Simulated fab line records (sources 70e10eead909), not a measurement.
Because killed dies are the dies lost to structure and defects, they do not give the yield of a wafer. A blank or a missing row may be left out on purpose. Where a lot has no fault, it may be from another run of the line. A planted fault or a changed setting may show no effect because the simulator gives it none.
fab line records || flow nandHarc
record: {"lots": 15, "wafers": 43, "lastDay": 33}
route steps=1302 shown P_BONDPAD@374 A_SOURCE_PLATE@416 A_ONON_D1@430
lots that met no fault: taken from a fault-free run of the same line
startH: hours from the record's first day to the start of the lot's first wafer shown || waitH: hours since the lot's step before || " as in the row above || L1.1+2: several wafers, shown together as one row || - no value present, or no start provided || * or withheld: withheld || < > ~ a bound
route shown NAME@n: names a module that has steps shown in the file, with the first one's number in the route || usual: average and standard deviation across the fault-free wafers || same: alike in all rows || chamber/n: place in a boat || sites: per-site readings || _std_site: the values' standard deviation || _edge_site: mean of outer sites minus mean of inner sites || radiusMm: how far each site lies from the wafer's centre || mask NAME#n: copy n || behind: the most recent tool/chamber to have shaped the wafer || hold: what put the lot on hold/how long, in hours/how the hold closed || device: which transistor (n, p or np) failed to switch || end of line: tests of these same wafers at the route's end || where a step has no rows: the recipe by itself || killed: dies lost to structure and defects at the first sort, not the wafer's yield || map: shows each die of a wafer: x if killed, . if not, _ if none is there
set.NAME: the setting that was run; set.NAME@STEP: the one run at that earlier step || model.NAME: the simulator's own value behind a step, which no gauge read
a sample of lots followed through the steps of the route, with each step as a table and each wafer as a row
services: the hour from which a tool's chamber was out of use, counted from the record's first day as startH (under 0 if before that day), plus the number of hours and why
== steps ==
step: NHARC_P_BONDPAD_DEGAS_25
recipe: {"tempC": 300, "timeS": 60}
usual: {"heaterPowerW": "458/62"}
{"lot.wafer": "L819.2", "tool": "pvdSputter-03", "chamber": "-", "startH": 139.68, "waitH": "-", "heaterPowerW": 481}
{"lot.wafer": "L819.5", "tool": "pvdSputter-03", "chamber": "-", "startH": 139.68, "waitH": "-", "heaterPowerW": 393}
{"lot.wafer": "L819.6", "tool": "pvdSputter-03", "chamber": "-", "startH": 139.68, "waitH": "-", "heaterPowerW": 476}
{"lot.wafer": "L821.2", "tool": "pvdSputter-03", "chamber": "-", "startH": 156.37, "waitH": "-", "heaterPowerW": 398}
{"lot.wafer": "L821.1", "tool": "pvdSputter-03", "chamber": "-", "startH": 156.37, "waitH": "-", "heaterPowerW": 519}
{"lot.wafer": "L821.6", "tool": "pvdSputter-03", "chamber": "-", "startH": 156.37, "waitH": "-", "heaterPowerW": 382}
{"lot.wafer": "L822.2", "tool": "pvdSputter-03", "chamber": "-", "startH": 165.93, "waitH": "-", "heaterPowerW": 503}
{"lot.wafer": "L822.1", "tool": "pvdSputter-03", "chamber": "-", "startH": 165.93, "waitH": "-", "heaterPowerW": 384}
{"lot.wafer": "L822.5", "tool": "pvdSputter-03", "chamber": "-", "startH": 165.93, "waitH": "-", "heaterPowerW": 516}
{"lot.wafer": "L823.2", "tool": "pvdSputter-01", "chamber": "-", "startH": 173.02, "waitH": "-", "heaterPowerW": 390}
{"lot.wafer": "L823.3", "tool": "pvdSputter-01", "chamber": "-", "startH": 173.02, "waitH": "-", "heaterPowerW": 525}
{"lot.wafer": "L823.6", "tool": "pvdSputter-01", "chamber": "-", "startH": 173.02, "waitH": "-", "heaterPowerW": 510}
{"lot.wafer": "L824.4", "tool": "pvdSputter-03", "chamber": "-", "startH": 183.47, "waitH": "-", "heaterPowerW": 435}
{"lot.wafer": "L824.3", "tool": "pvdSputter-03", "chamber": "-", "startH": 183.47, "waitH": "-", "heaterPowerW": 395}
{"lot.wafer": "L824.5", "tool": "pvdSputter-03", "chamber": "-", "startH": 183.47, "waitH": "-", "heaterPowerW": 519}
{"lot.wafer": "L820.1", "tool": "pvdSputter-02", "chamber": "-", "startH": 194.89, "waitH": "-", "heaterPowerW": 457}
{"lot.wafer": "L820.2", "tool": "pvdSputter-02", "chamber": "-", "startH": 194.89, "waitH": "-", "heaterPowerW": 427}
{"lot.wafer": "L820.3", "tool": "pvdSputter-02", "chamber": "-", "startH": 194.89, "waitH": "-", "heaterPowerW": 428}
{"lot.wafer": "L825.3", "tool": "pvdSputter-02", "chamber": "-", "startH": 198.38, "waitH": "-", "heaterPowerW": 433}
{"lot.wafer": "L825.1", "tool": "pvdSputter-02", "chamber": "-", "startH": 198.38, "waitH": "-", "heaterPowerW": 461}
{"lot.wafer": "L825.5", "tool": "pvdSputter-02", "chamber": "-", "startH": 198.38, "waitH": "-", "heaterPowerW": 427}
{"lot.wafer": "L826.3", "tool": "pvdSputter-03", "chamber": "-", "startH": 205.24, "waitH": "-", "heaterPowerW": 506}
{"lot.wafer": "L826.2", "tool": "pvdSputter-03", "chamber": "-", "startH": 205.24, "waitH": "-", "heaterPowerW": 462}
{"lot.wafer": "L826.5", "tool": "pvdSputter-03", "chamber": "-", "startH": 205.24, "waitH": "-", "heaterPowerW": 524}
{"lot.wafer": "L833.1", "tool": "pvdSputter-01", "chamber": "-", "startH": 278.41, "waitH": "-", "heaterPowerW": 376}
{"lot.wafer": "L833.5", "tool": "pvdSputter-01", "chamber": "-", "startH": 278.41, "waitH": "-", "heaterPowerW": 495}
{"lot.wafer": "L834.1", "tool": "pvdSputter-02", "chamber": "-", "startH": 292.44, "waitH": "-", "heaterPowerW": 433}
{"lot.wafer": "L834.4", "tool": "pvdSputter-02", "chamber": "-", "startH": 292.44, "waitH": "-", "heaterPowerW": 412}
{"lot.wafer": "L834.5", "tool": "pvdSputter-02", "chamber": "-", "startH": 292.44, "waitH": "-", "heaterPowerW": 437}
{"lot.wafer": "L836.2", "tool": "pvdSputter-01", "chamber": "-", "startH": 301.49, "waitH": "-", "heaterPowerW": 386}
{"lot.wafer": "L836.4", "tool": "pvdSputter-01", "chamber": "-", "startH": 301.49, "waitH": "-", "heaterPowerW": 617}
{"lot.wafer": "L837.4", "tool": "pvdSputter-03", "chamber": "-", "startH": 310.03, "waitH": "-", "heaterPowerW": 513}
{"lot.wafer": "L837.2", "tool": "pvdSputter-03", "chamber": "-", "startH": 310.03, "waitH": "-", "heaterPowerW": 425}
{"lot.wafer": "L837.3", "tool": "pvdSputter-03", "chamber": "-", "startH": 310.03, "waitH": "-", "heaterPowerW": 470}
{"lot.wafer": "L839.1", "tool": "pvdSputter-02", "chamber": "-", "startH": 336.26, "waitH": "-", "heaterPowerW": 429}
{"lot.wafer": "L839.4", "tool": "pvdSputter-02", "chamber": "-", "startH": 336.26, "waitH": "-", "heaterPowerW": 459}
{"lot.wafer": "L839.5", "tool": "pvdSputter-02", "chamber": "-", "startH": 336.26, "waitH": "-", "heaterPowerW": 467}
{"lot.wafer": "L841.3", "tool": "pvdSputter-01", "chamber": "-", "startH": 353.22, "waitH": "-", "heaterPowerW": 387}
{"lot.wafer": "L841.1", "tool": "pvdSputter-01", "chamber": "-", "startH": 353.22, "waitH": "-", "heaterPowerW": 549}
{"lot.wafer": "L841.5", "tool": "pvdSputter-01", "chamber": "-", "startH": 353.22, "waitH": "-", "heaterPowerW": 495}
{"lot.wafer": "L842.1", "tool": "pvdSputter-03", "chamber": "-", "startH": 362.62, "waitH": "-", "heaterPowerW": 475}
{"lot.wafer": "L842.3", "tool": "pvdSputter-03", "chamber": "-", "startH": 362.62, "waitH": "-", "heaterPowerW": 427}
{"lot.wafer": "L842.6", "tool": "pvdSputter-03", "chamber": "-", "startH": 362.62, "waitH": "-", "heaterPowerW": 419}
step: NHARC_A_SOURCE_PLATE_THK_MEAS_09
recipe: {"thkMeasGauge": "ellipsometry"}
usual: {"thkNm": "9.7/1"}
{"lot.wafer": "L819.2", "tool": "filmMetro-02", "chamber": "-", "startH": 151.37, "waitH": 0.4, "thkNm": 9.2}
{"lot.wafer": "L819.5", "tool": "filmMetro-02", "chamber": "-", "startH": 151.37, "waitH": 0.4, "thkNm": 11.5}
{"lot.wafer": "L819.6", "tool": "filmMetro-02", "chamber": "-", "startH": 151.37, "waitH": 0.4, "thkNm": 11.0}
{"lot.wafer": "L821.1", "tool": "filmMetro-02", "chamber": "-", "startH": 169.64, "waitH": 0.4, "thkNm": 8.0}
{"lot.wafer": "L821.2", "tool": "filmMetro-02", "chamber": "-", "startH": 169.64, "waitH": 0.4, "thkNm": 9.9}
{"lot.wafer": "L821.6", "tool": "filmMetro-02", "chamber": "-", "startH": 169.64, "waitH": 0.4, "thkNm": 8.0}
{"lot.wafer": "L822.1", "tool": "filmMetro-02", "chamber": "-", "startH": 177.14, "waitH": 0.4, "thkNm": 11.0}
{"lot.wafer": "L822.2", "tool": "filmMetro-02", "chamber": "-", "startH": 177.14, "waitH": 0.4, "thkNm": 10.1}
{"lot.wafer": "L822.5", "tool": "filmMetro-02", "chamber": "-", "startH": 177.14, "waitH": 0.4, "thkNm": 9.3}
{"lot.wafer": "L823.2", "tool": "filmMetro-02", "chamber": "-", "startH": 184.70, "waitH": 0.4, "thkNm": 10.4}
{"lot.wafer": "L823.3", "tool": "filmMetro-02", "chamber": "-", "startH": 184.70, "waitH": 0.4, "thkNm": 9.2}
{"lot.wafer": "L823.6", "tool": "filmMetro-02", "chamber": "-", "startH": 184.70, "waitH": 0.4, "thkNm": 8.3}
{"lot.wafer": "L824.3", "tool": "filmMetro-02", "chamber": "-", "startH": 195.21, "waitH": 0.4, "thkNm": 9.9}
{"lot.wafer": "L824.4", "tool": "filmMetro-02", "chamber": "-", "startH": 195.21, "waitH": 0.4, "thkNm": 8.3}
{"lot.wafer": "L824.5", "tool": "filmMetro-02", "chamber": "-", "startH": 195.21, "waitH": 0.4, "thkNm": 7.5}
{"lot.wafer": "L820.1", "tool": "filmMetro-02", "chamber": "-", "startH": 205.95, "waitH": 0.4, "thkNm": 9.8}
{"lot.wafer": "L820.2", "tool": "filmMetro-02", "chamber": "-", "startH": 205.95, "waitH": 0.4, "thkNm": 8.8}
{"lot.wafer": "L820.3", "tool": "filmMetro-02", "chamber": "-", "startH": 205.95, "waitH": 0.4, "thkNm": 9.9}
{"lot.wafer": "L825.1", "tool": "filmMetro-02", "chamber": "-", "startH": 212.58, "waitH": 0.4, "thkNm": 9.8}
{"lot.wafer": "L825.3", "tool": "filmMetro-02", "chamber": "-", "startH": 212.58, "waitH": 0.4, "thkNm": 8.0}
{"lot.wafer": "L825.5", "tool": "filmMetro-02", "chamber": "-", "startH": 212.58, "waitH": 0.4, "thkNm": 8.3}
{"lot.wafer": "L826.2", "tool": "filmMetro-02", "chamber": "-", "startH": 219.46, "waitH": 0.4, "thkNm": 10.0}
{"lot.wafer": "L826.3", "tool": "filmMetro-02", "chamber": "-", "startH": 219.46, "waitH": 0.4, "thkNm": 9.5}
{"lot.wafer": "L826.5", "tool": "filmMetro-02", "chamber": "-", "startH": 219.46, "waitH": 0.4, "thkNm": 9.2}
{"lot.wafer": "L833.1", "tool": "filmMetro-02", "chamber": "-", "startH": 290.50, "waitH": 0.4, "thkNm": 11.7}
{"lot.wafer": "L833.5", "tool": "filmMetro-02", "chamber": "-", "startH": 290.50, "waitH": 0.4, "thkNm": 7.8}
{"lot.wafer": "L834.1", "tool": "filmMetro-02", "chamber": "-", "startH": 303.52, "waitH": 0.4, "thkNm": 11.4}
{"lot.wafer": "L834.4", "tool": "filmMetro-02", "chamber": "-", "startH": 303.52, "waitH": 0.4, "thkNm": 10.5}
{"lot.wafer": "L834.5", "tool": "filmMetro-02", "chamber": "-", "startH": 303.52, "waitH": 0.4, "thkNm": 9.2}
{"lot.wafer": "L836.2", "tool": "filmMetro-02", "chamber": "-", "startH": 313.21, "waitH": 0.4, "thkNm": 12.0}
{"lot.wafer": "L836.4", "tool": "filmMetro-02", "chamber": "-", "startH": 313.21, "waitH": 0.4, "thkNm": 8.8}
{"lot.wafer": "L837.2", "tool": "filmMetro-02", "chamber": "-", "startH": 321.69, "waitH": 0.4, "thkNm": 9.7}
{"lot.wafer": "L837.3", "tool": "filmMetro-02", "chamber": "-", "startH": 321.69, "waitH": 0.4, "thkNm": 9.3}
{"lot.wafer": "L837.4", "tool": "filmMetro-02", "chamber": "-", "startH": 321.69, "waitH": 0.4, "thkNm": 9.9}
{"lot.wafer": "L839.1", "tool": "filmMetro-01", "chamber": "-", "startH": 348.04, "waitH": 0.4, "thkNm": 10.8}
{"lot.wafer": "L839.4", "tool": "filmMetro-01", "chamber": "-", "startH": 348.04, "waitH": 0.4, "thkNm": 10.1}
{"lot.wafer": "L839.5", "tool": "filmMetro-01", "chamber": "-", "startH": 348.04, "waitH": 0.4, "thkNm": 10.9}
{"lot.wafer": "L841.1", "tool": "filmMetro-02", "chamber": "-", "startH": 364.79, "waitH": 0.4, "thkNm": 9.7}
{"lot.wafer": "L841.3", "tool": "filmMetro-02", "chamber": "-", "startH": 364.79, "waitH": 0.4, "thkNm": 7.2}
{"lot.wafer": "L841.5", "tool": "filmMetro-02", "chamber": "-", "startH": 364.79, "waitH": 0.4, "thkNm": 11.2}
{"lot.wafer": "L842.1", "tool": "filmMetro-01", "chamber": "-", "startH": 373.82, "waitH": 0.4, "thkNm": 10.0}
{"lot.wafer": "L842.3", "tool": "filmMetro-01", "chamber": "-", "startH": 373.82, "waitH": 0.4, "thkNm": 11.3}
{"lot.wafer": "L842.6", "tool": "filmMetro-01", "chamber": "-", "startH": 373.82, "waitH": 0.4, "thkNm": 9.8}
step: NHARC_A_ONON_D1_DEP_09
recipe: {"targetThkA": 10000, "n2FlowSccm": 2750, "n2oFlowSccm": 2000, "nh3FlowSccm": 500, "sih4FlowSccm": 210, "tempC": 400}
{"lot.wafer": "L819.2+5+6", "tool": "pecvdOnon-03", "chamber": 0, "startH": 167.89, "waitH": 0.1}
{"lot.wafer": "L821.1+2+6", "tool": "pecvdOnon-02", "chamber": 0, "startH": 184.04, "waitH": 0.1}
{"lot.wafer": "L822.1+2+5", "tool": "pecvdOnon-01", "chamber": 0, "startH": 191.82, "waitH": 0.1}
{"lot.wafer": "L823.2+3+6", "tool": "pecvdOnon-03", "chamber": 0, "startH": 199.11, "waitH": 0.1}
{"lot.wafer": "L824.3+4+5", "tool": "pecvdOnon-02", "chamber": 0, "startH": 213.16, "waitH": 0.2}
{"lot.wafer": "L820.1+2+3", "tool": "pecvdOnon-03", "chamber": 0, "startH": 222.88, "waitH": 0.1}
{"lot.wafer": "L825.1+3+5", "tool": "pecvdOnon-01", "chamber": 0, "startH": 227.21, "waitH": 0.1}
{"lot.wafer": "L826.2+3+5", "tool": "pecvdOnon-01", "chamber": 0, "startH": 234.40, "waitH": 0.1}
{"lot.wafer": "L833.1+5", "tool": "pecvdOnon-01", "chamber": 0, "startH": 307.14, "waitH": 0.1}
{"lot.wafer": "L834.1+4+5", "tool": "pecvdOnon-01", "chamber": 0, "startH": 318.70, "waitH": 0.1}
{"lot.wafer": "L836.2+4", "tool": "pecvdOnon-01", "chamber": 0, "startH": 328.17, "waitH": 0.2}
{"lot.wafer": "L837.2+3+4", "tool": "pecvdOnon-02", "chamber": 0, "startH": 336.47, "waitH": 0.1}
{"lot.wafer": "L839.1+4+5", "tool": "pecvdOnon-02", "chamber": 0, "startH": 363.98, "waitH": 0.1}
{"lot.wafer": "L841.1+3+5", "tool": "pecvdOnon-03", "chamber": 0, "startH": 379.23, "waitH": 0.1}
{"lot.wafer": "L842.1+3+6", "tool": "pecvdOnon-03", "chamber": 0, "startH": 388.46, "waitH": 0.1}
step: NHARC_A_ONON_D1_THK_MEAS_11
recipe: {"thkMeasGauge": "ellipsometry"}
usual: {"thkNm": "999/9"}
{"lot.wafer": "L819.2", "tool": "filmMetro-01", "chamber": "-", "startH": 168.35, "waitH": "-", "thkNm": 1005}
{"lot.wafer": "L819.5", "tool": "filmMetro-01", "chamber": "-", "startH": 168.35, "waitH": "-", "thkNm": 1007}
{"lot.wafer": "L819.6", "tool": "filmMetro-01", "chamber": "-", "startH": 168.35, "waitH": "-", "thkNm": 1007}
{"lot.wafer": "L821.1", "tool": "filmMetro-02", "chamber": "-", "startH": 184.54, "waitH": "-", "thkNm": 1008}
{"lot.wafer": "L821.2", "tool": "filmMetro-02", "chamber": "-", "startH": 184.54, "waitH": "-", "thkNm": 1009}
{"lot.wafer": "L821.6", "tool": "filmMetro-02", "chamber": "-", "startH": 184.54, "waitH": "-", "thkNm": 1008}
{"lot.wafer": "L822.1", "tool": "filmMetro-01", "chamber": "-", "startH": 192.33, "waitH": "-", "thkNm": 988}
{"lot.wafer": "L822.2", "tool": "filmMetro-01", "chamber": "-", "startH": 192.33, "waitH": "-", "thkNm": 988}
{"lot.wafer": "L822.5", "tool": "filmMetro-01", "chamber": "-", "startH": 192.33, "waitH": "-", "thkNm": 989}
{"lot.wafer": "L823.2", "tool": "filmMetro-02", "chamber": "-", "startH": 199.56, "waitH": "-", "thkNm": 1006}
{"lot.wafer": "L823.3", "tool": "filmMetro-02", "chamber": "-", "startH": 199.56, "waitH": "-", "thkNm": 1006}
{"lot.wafer": "L823.6", "tool": "filmMetro-02", "chamber": "-", "startH": 199.56, "waitH": "-", "thkNm": 1007}
{"lot.wafer": "L824.3", "tool": "filmMetro-02", "chamber": "-", "startH": 213.56, "waitH": "-", "thkNm": 997}
{"lot.wafer": "L824.4", "tool": "filmMetro-02", "chamber": "-", "startH": 213.56, "waitH": "-", "thkNm": 994}
{"lot.wafer": "L824.5", "tool": "filmMetro-02", "chamber": "-", "startH": 213.56, "waitH": "-", "thkNm": 994}
{"lot.wafer": "L820.1", "tool": "filmMetro-02", "chamber": "-", "startH": 223.39, "waitH": "-", "thkNm": 999}
{"lot.wafer": "L820.2", "tool": "filmMetro-02", "chamber": "-", "startH": 223.39, "waitH": "-", "thkNm": 999}
{"lot.wafer": "L820.3", "tool": "filmMetro-02", "chamber": "-", "startH": 223.39, "waitH": "-", "thkNm": 1001}
{"lot.wafer": "L825.1", "tool": "filmMetro-01", "chamber": "-", "startH": 227.73, "waitH": "-", "thkNm": 988}
{"lot.wafer": "L825.3", "tool": "filmMetro-01", "chamber": "-", "startH": 227.73, "waitH": "-", "thkNm": 988}
{"lot.wafer": "L825.5", "tool": "filmMetro-01", "chamber": "-", "startH": 227.73, "waitH": "-", "thkNm": 991}
{"lot.wafer": "L826.2", "tool": "filmMetro-02", "chamber": "-", "startH": 234.85, "waitH": "-", "thkNm": 1005}
{"lot.wafer": "L826.3", "tool": "filmMetro-02", "chamber": "-", "startH": 234.85, "waitH": "-", "thkNm": 1006}
{"lot.wafer": "L826.5", "tool": "filmMetro-02", "chamber": "-", "startH": 234.85, "waitH": "-", "thkNm": 1006}
{"lot.wafer": "L833.1", "tool": "filmMetro-02", "chamber": "-", "startH": 307.66, "waitH": "-", "thkNm": 1010}
{"lot.wafer": "L833.5", "tool": "filmMetro-02", "chamber": "-", "startH": 307.66, "waitH": "-", "thkNm": 893}
{"lot.wafer": "L834.1", "tool": "filmMetro-02", "chamber": "-", "startH": 319.21, "waitH": "-", "thkNm": 988}
{"lot.wafer": "L834.4", "tool": "filmMetro-02", "chamber": "-", "startH": 319.21, "waitH": "-", "thkNm": 871}
{"lot.wafer": "L834.5", "tool": "filmMetro-02", "chamber": "-", "startH": 319.21, "waitH": "-", "thkNm": 872}
{"lot.wafer": "L836.2", "tool": "filmMetro-02", "chamber": "-", "startH": 328.62, "waitH": "-", "thkNm": 995}
{"lot.wafer": "L836.4", "tool": "filmMetro-02", "chamber": "-", "startH": 328.62, "waitH": "-", "thkNm": 878}
{"lot.wafer": "L837.2", "tool": "filmMetro-01", "chamber": "-", "startH": 336.92, "waitH": "-", "thkNm": 993}
{"lot.wafer": "L837.3", "tool": "filmMetro-01", "chamber": "-", "startH": 336.92, "waitH": "-", "thkNm": 994}
{"lot.wafer": "L837.4", "tool": "filmMetro-01", "chamber": "-", "startH": 336.92, "waitH": "-", "thkNm": 993}
{"lot.wafer": "L839.1", "tool": "filmMetro-01", "chamber": "-", "startH": 364.48, "waitH": "-", "thkNm": 1004}
{"lot.wafer": "L839.4", "tool": "filmMetro-01", "chamber": "-", "startH": 364.48, "waitH": "-", "thkNm": 1004}
{"lot.wafer": "L839.5", "tool": "filmMetro-01", "chamber": "-", "startH": 364.48, "waitH": "-", "thkNm": 1005}
{"lot.wafer": "L841.1", "tool": "filmMetro-01", "chamber": "-", "startH": 379.75, "waitH": "-", "thkNm": 1000}
{"lot.wafer": "L841.3", "tool": "filmMetro-01", "chamber": "-", "startH": 379.75, "waitH": "-", "thkNm": 998}
{"lot.wafer": "L841.5", "tool": "filmMetro-01", "chamber": "-", "startH": 379.75, "waitH": "-", "thkNm": 1000}
{"lot.wafer": "L842.1", "tool": "filmMetro-01", "chamber": "-", "startH": 388.97, "waitH": "-", "thkNm": 1007}
{"lot.wafer": "L842.3", "tool": "filmMetro-01", "chamber": "-", "startH": 388.97, "waitH": "-", "thkNm": 1009}
{"lot.wafer": "L842.6", "tool": "filmMetro-01", "chamber": "-", "startH": 388.97, "waitH": "-", "thkNm": 1007}
== services ==
{"tool": "pvdSputter-02", "chamber": "-", "startH": 133.86, "hours": 2.8, "kind": "repair"}
{"tool": "pvdSputter-02", "chamber": "-", "startH": 171.88, "hours": 1.2, "kind": "repair"}
{"tool": "pecvdOnon-02", "chamber": "-", "startH": 185.28, "hours": 13.0, "kind": "pm"}
{"tool": "pvdSputter-01", "chamber": "-", "startH": 214.85, "hours": 2.3, "kind": "repair"}
{"tool": "pvdSputter-01", "chamber": "-", "startH": 226.00, "hours": 10.0, "kind": "pm"}
{"tool": "pecvdOnon-03", "chamber": "-", "startH": 227.00, "hours": 13.0, "kind": "pm"}
{"tool": "pvdSputter-03", "chamber": "-", "startH": 227.63, "hours": 10.0, "kind": "pm"}
{"tool": "pecvdOnon-01", "chamber": "-", "startH": 269.95, "hours": 13.0, "kind": "pm"}
{"tool": "pvdSputter-02", "chamber": "-", "startH": 282.00, "hours": 10.0, "kind": "pm"}
{"tool": "pvdSputter-03", "chamber": "-", "startH": 306.90, "hours": 2.4, "kind": "repair"}
{"tool": "pvdSputter-02", "chamber": "-", "startH": 345.38, "hours": 9.2, "kind": "repair"}
{"tool": "pvdSputter-01", "chamber": "-", "startH": 361.18, "hours": 2.2, "kind": "repair"}
{"tool": "pecvdOnon-02", "chamber": "-", "startH": 366.28, "hours": 13.0, "kind": "pm"}
== key ==
firstSign: {"step": "NHARC_A_ONON_D1_THK_MEAS_11", "reading": "thkNm", "direction": "down", "sigmas": 13, "usual": 999, "struck": 878}
effect none on later readings
metAt NHARC_A_ONON_D1_DEP_09
struckLots L833,L834,L836
struckWafers L833.5,L834.4,L834.5,L836.4
laterRowsLeftOut L833.5,L834.4,L834.5,L836.4
sortLeftOut L833.5,L834.4,L834.5,L836.4
testerLeftOut L833,L834,L836
notActingAt NHARC_P_BONDPAD_DEGAS_25,NHARC_A_SOURCE_PLATE_THK_MEAS_09
onsetBetween 234.40 307.14
fault: {"kind": "processParameterDrift", "tool": "pecvdOnon-01", "chamber": "-", "onsetH": 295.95, "steps": "NHARC_A_ONON_D1_DEP_09", "channel": "targetThkA", "offset": "*", "shape": "step", "endH": 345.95, "scope": "struckWafersOnly", "actsIn": "*", "stated": "*"}
testerLeftOut: of these lots the tester's yield and bins aren't shown, on N5 and GAA mostly nor the transistor test; their killed dies are dies lost to structure and defects alone, not to doping, threshold or leakage, so they don't give the yield
sortLeftOut: the simulated sort isn't trusted on such a fault, so these wafers' sort isn't shown, and their yield isn't known
laterRowsLeftOut: the simulator's readings of these wafers behind a module that went badly wrong aren't trusted and aren't shown, but for the sort
